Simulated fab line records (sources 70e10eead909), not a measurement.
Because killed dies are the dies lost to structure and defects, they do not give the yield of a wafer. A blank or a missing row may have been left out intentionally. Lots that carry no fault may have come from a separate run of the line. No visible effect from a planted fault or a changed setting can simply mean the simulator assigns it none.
Which tool was responsible? ; flow nand harc ; Sampling: 11 lots, 33 wafers, 4 of 1159 route steps

== WHAT EACH GAUGE READ, for each wafer ==
NHARC_END_WLT_00.
lot;measured;on;VT_DECK1_TOP_INNER
L473;day 18 17:38;prober-02;0.889 0.900 0.889
L475;day 19 07:33;prober-02;0.900 0.897 0.888
L478;day 19 22:13;prober-02;0.892 0.899 0.889
L479;day 21 22:17;prober-02;0.857 0.844 0.853
L480;day 21 10:01;prober-02;0.835 0.835 0.842
L481;day 20 18:33;prober-02;0.892 0.898 0.897
L489;day 23 16:49;prober-02;0.878 0.883 0.895
L490;day 23 12:39;prober-01;0.897 0.905 0.893
L492;day 24 00:30;prober-01;0.889 0.898 0.886
L493;day 24 07:52;prober-01;0.893 0.894 0.884
L496;day 24 23:41;prober-01;0.887 0.886 0.889

== WHICH TOOL RAN EACH LOT (tool, then ch and the chambers of the sampled wafers, then the start) ==
lot;NHARC_A_CHANNEL_HOLE_D1_ETCH_21;NHARC_A_CHANNEL_FILL_D1_ALD_02;NHARC_A_CHANNEL_FILL_D1_ALD_16
L473;har etch-01 ch 0,1, day 8 07:12;ald hk-01 ch 0,1,2, day 8 14:17;ald hk-03 ch 0,1,3, day 9 01:22
L475;har etch-01 ch 0,1, day 8 22:19;ald hk-04 ch 0,1,3, day 9 04:38;ald hk-01 ch 0,2,3, day 9 16:44
L478;har etch-02 ch 0,1, day 9 15:41;ald hk-03 ch 0,1,2, day 9 21:19;ald hk-01 ch 0,3, day 10 09:34
L479;har etch-01 ch 0,1, day 10 05:45;ald hk-04 ch 2,3, day 10 12:04;ald hk-01 ch 0,1,2, day 11 04:16
L480;har etch-01 ch 1, day 10 09:54;ald hk-04 ch 2,3, day 10 15:20;ald hk-03 ch 0,2, day 11 04:37
L481;har etch-02 ch 0, day 10 10:10;ald hk-03 ch 0,1,3, day 10 15:54;ald hk-01 ch 0,3, day 11 04:35
L489;har etch-02 ch 0,1, day 12 05:40;ald hk-01 ch 0,2,3, day 12 13:52;ald hk-01 ch 0,3, day 13 02:08
L490;har etch-02 ch 0,1, day 12 09:55;ald hk-01 ch 1,2,3, day 12 15:26;ald hk-04 ch 1,2, day 13 01:59
L492;har etch-01 ch 0,1, day 12 22:09;ald hk-01 ch 1,2,3, day 13 03:44;ald hk-04 ch 1,2,3, day 13 15:59
L493;har etch-02 ch 0,1, day 13 07:34;ald hk-01 ch 0,1,3, day 13 13:03;ald hk-03 ch 0,1,2, day 14 01:23
L496;har etch-02 ch 0,1, day 14 08:50;ald hk-04 ch 0,3, day 14 14:11;ald hk-01 ch 1,3, day 15 00:23
- NHARC_A_CHANNEL_HOLE_D1_ETCH_21: etches the open film in C4F8/O2/Ar, time 514.3 s, target depth 1600 nm.
- NHARC_A_CHANNEL_FILL_D1_ALD_02: deposits SiO2, target thk 6 nm, pulse time 10 s, ald cycles 60.
- NHARC_A_CHANNEL_FILL_D1_ALD_16: deposits SiO2, target thk 1.5 nm, pulse time 10 s, ald cycles 15.

== THE ANSWER, worked out from the rows above alone ==
Rule: the usual values come from the lots themselves. The widest of any qualifying gaps counts: lots, ordered by their means at a reading, are off when they make up no more than a third of the lots, leave a main group of 4 or more, and stand apart from it by 3 or more times the standard deviation of that group's means. A main group is skipped when, at the precision printed for the reading in the tables above, its means are all equal. A lot without any number at a reading at which 4 lots or more have one is off too. Any other lot the step has rows for is counted as sound.
Off: L479, L480, at NHARC_END_WLT_00 (VT_DECK1_TOP_INNER). The main group: mean 0.892, standard deviation 0.0039.
If a tool, at a process step before that reading, ran all the lots that are off and no sound lot after the first of them, it fits. The gauges at NHARC_END_WLT_00 are tried like those tools. None of those tried fits.

== WHAT THE SIMULATOR HAD PUT IN ==
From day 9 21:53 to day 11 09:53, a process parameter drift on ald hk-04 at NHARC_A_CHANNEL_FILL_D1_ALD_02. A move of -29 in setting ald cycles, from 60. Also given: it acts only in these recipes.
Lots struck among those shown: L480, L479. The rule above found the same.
